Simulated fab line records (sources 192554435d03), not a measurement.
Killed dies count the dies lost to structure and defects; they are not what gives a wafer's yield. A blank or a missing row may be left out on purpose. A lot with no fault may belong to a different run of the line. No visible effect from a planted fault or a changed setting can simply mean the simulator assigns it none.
Matching of chambers / flow n5-finfet / rie-diel-05 running N5_PMOS_HMC_CHANNEL_EPI_STRIP_33: 4 sister chambers
The step strips in N2/H2. 4 wafers are shown with their chamber, then 9 later ones without.

EACH WAFER AND ITS CHAMBER
wafer=L089.2; chamber=0; showerhead-plenum-p-Torr (Torr)=3.29
wafer=L093.2; chamber=3; showerhead-plenum-p-Torr (Torr)=3.22
wafer=L093.3; chamber=2; showerhead-plenum-p-Torr (Torr)=3.19
wafer=L093.4; chamber=1; showerhead-plenum-p-Torr (Torr)=3.49

WAFERS WITH NO CHAMBER GIVEN
wafer=L094.4; showerhead-plenum-p-Torr (Torr)=3.29
wafer=L094.5; showerhead-plenum-p-Torr (Torr)=3.22
wafer=L094.6; showerhead-plenum-p-Torr (Torr)=3.29
wafer=L095.1; showerhead-plenum-p-Torr (Torr)=3.49
wafer=L095.4; showerhead-plenum-p-Torr (Torr)=3.28
wafer=L095.5; showerhead-plenum-p-Torr (Torr)=3.49
wafer=L097.2; showerhead-plenum-p-Torr (Torr)=3.49
wafer=L097.3; showerhead-plenum-p-Torr (Torr)=3.28
wafer=L097.4; showerhead-plenum-p-Torr (Torr)=3.28

THE CHAMBER EACH PASSED THROUGH
wafer=L094.4; from the rows above=0; in truth=0
wafer=L094.5; from the rows above=3; in truth=3
wafer=L094.6; from the rows above=0; in truth=0
wafer=L095.1; from the rows above=1; in truth=1
wafer=L095.4; from the rows above=0; in truth=0
wafer=L095.5; from the rows above=1; in truth=1
wafer=L097.2; from the rows above=1; in truth=1
wafer=L097.3; from the rows above=0; in truth=0
wafer=L097.4; from the rows above=0; in truth=0
Correct placement for 9 of the 9. Not placeable from these rows: 0. Placed wrongly: 0.
How it was worked out, from the rows above alone: a wafer's distance from a chamber is the root of the sum, over the readings, of the square of ((its reading less the chamber's mean) divided by the reading's scatter). If the next closest chamber is less than 2 further off than the closest, the wafer can't be placed; otherwise it belongs to the closest. A chamber's mean is the mean of its shown wafers. The scatter: root of mean squared gap, hidden wafer to nearest shown wafer, with one shown wafer a chamber.
